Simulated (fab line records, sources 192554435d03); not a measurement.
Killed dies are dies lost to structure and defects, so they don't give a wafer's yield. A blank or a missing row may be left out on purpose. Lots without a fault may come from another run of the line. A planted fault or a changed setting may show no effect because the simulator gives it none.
A struck lot beside a sound one | flow n5_finfet | 15 steps out of a route of 1938
Sound: wafers L212.2, L212.3, L212.6. Struck: wafers L214.1, L214.4. (L214.5 of the same lot was not struck and is left out.) The cause comes at the end.
At each step with rows: each side's tool, then ch and its chambers, then its first start. Under that, the readings that differ: sound wafers | struck wafers | difference of the means | sigmas: that difference in standard deviations of wafers without a fault.
alike: readings whose means differ by less than 2 such deviations, and words and numbers that are the same on both sides. not compared: withheld readings, readings that some wafer has no value for, bounds like >300 that may hide the same value, and numbers for which the record gives no deviation and whose values overlap.
The two part at a step that has a row with sigmas, a row that says differs or no value, or rows on one side only. Numbers that don't overlap but have no deviation are shown without sigmas and don't part them. A reading that every wafer of one side lacks parts them only if that side has two wafers or more.

N5_BEOL_M11_STRIP_77: strips in N2/H2, time 10 s.
  sound on rie_diel-05 ch 0,2; struck on rie_diel-01 ch 0,2
  reading      | sound          | struck    | difference | sigmas
  rf_vpp_V (V) | 60.6 60.1 60.2 | 58.5 56.9 | -2.6       | -3
  alike: drypump_motor_current_A, oes_product_au, showerhead_plenum_p_Torr, throttle_valve_pct
  not compared: rf_hours_counter_h
N5_BEOL_M11_OCD_MEAS_38:
  sound on ocd-02, day 13 00:53; struck on ocd-02, day 12 22:22
  alike: trench_depth_nm
then, 4 steps without rows for these wafers: N5_BEOL_M11_HM_STRIP_39 (strips TiN in peroxide tin strip, target depth 25 nm, time 158 s); N5_BEOL_M11_SRD_40 (time 30 s); N5_BEOL_M11_PRECLEAN_42 (cleans in residue remover, time 60 s); N5_BEOL_M11_SRD_43 (time 30 s).
N5_BEOL_M11_CD_MEAS_35: target cd 70 nm.
  sound on cd_sem-02, day 13 01:02; struck on cd_sem-03, day 12 22:31
  alike: cd_nm
then, 1 step without rows for these wafers: N5_BEOL_M11_CURE_72 (cures SiCOH lowk, time 120 s).
N5_BEOL_M11_DEGAS_44: time 60 s.
  sound on pvd_sputter-01, day 13 02:11; struck on pvd_sputter-01, day 12 23:08
  alike: heater_power_w
N5_BEOL_M11_PRE_CLEAN_45: time 30 s.
  sound on pvd_sputter-01, day 13 02:14; struck on pvd_sputter-01, day 12 23:11
  alike: heater_power_w
N5_BEOL_M11_ALD_74: deposits TaN, target thk 2 nm, pulse time 2 s, purge time 3 s.
  sound on ald_metal-01 ch 0,1,3, day 13 02:22; struck on ald_metal-03 ch 1,2, day 12 23:28
  reading            | sound       | struck  | difference | sigmas
  heater_power_w (W) | 436 357 352 | 500 511 | +124       | +3
  alike: heater_power_outer_w
N5_BEOL_M11_SURFACE_TREAT_76:
  sound on pvd_sputter-01, day 13 02:43; struck on pvd_sputter-01, day 12 23:57
  not compared: throttle_valve_pct
N5_BEOL_M11_CVD_75: deposits Co from CCTBA/H2, target thk 2 nm, time 138.9 s.
  sound on cvd_co-01 ch 0,1, day 13 02:51; struck on cvd_co-02 ch 2, day 13 00:01
  reading          | sound             | struck      | difference | sigmas
  run_length_s (s) | 162.4 161.5 162.0 | 132.5 132.7 | -29.4      | -55
then, 1 step without rows for these wafers: N5_BEOL_M11_SPUTTER_48 (material Cu, target thk 12 nm, time 2 s).
N5_PASSIVATION_PROBE_49:
  sound on prober-02, day 14 20:44; struck on prober-01, day 14 14:22
  alike: defect_limited_yield, killed_at_M0_to_M3, killed_at_M4_up, killed_at_contacts, killed_at_front_end, killed_at_other, killed_dies, killed_on_rim, killed_open, killed_short, sort_bin_4_leakage, sort_bin_5_function, sort_bin_6_memory, sort_bin_8_speed, sort_n_pass, sort_yield_pct

WHERE THEY PART
First at N5_BEOL_M11_STRIP_77; last, within this record, at N5_BEOL_M11_CVD_75. Later steps at which nothing parts them and some readings are alike: N5_PASSIVATION_PROBE_49.

WHY: what the simulator had put in
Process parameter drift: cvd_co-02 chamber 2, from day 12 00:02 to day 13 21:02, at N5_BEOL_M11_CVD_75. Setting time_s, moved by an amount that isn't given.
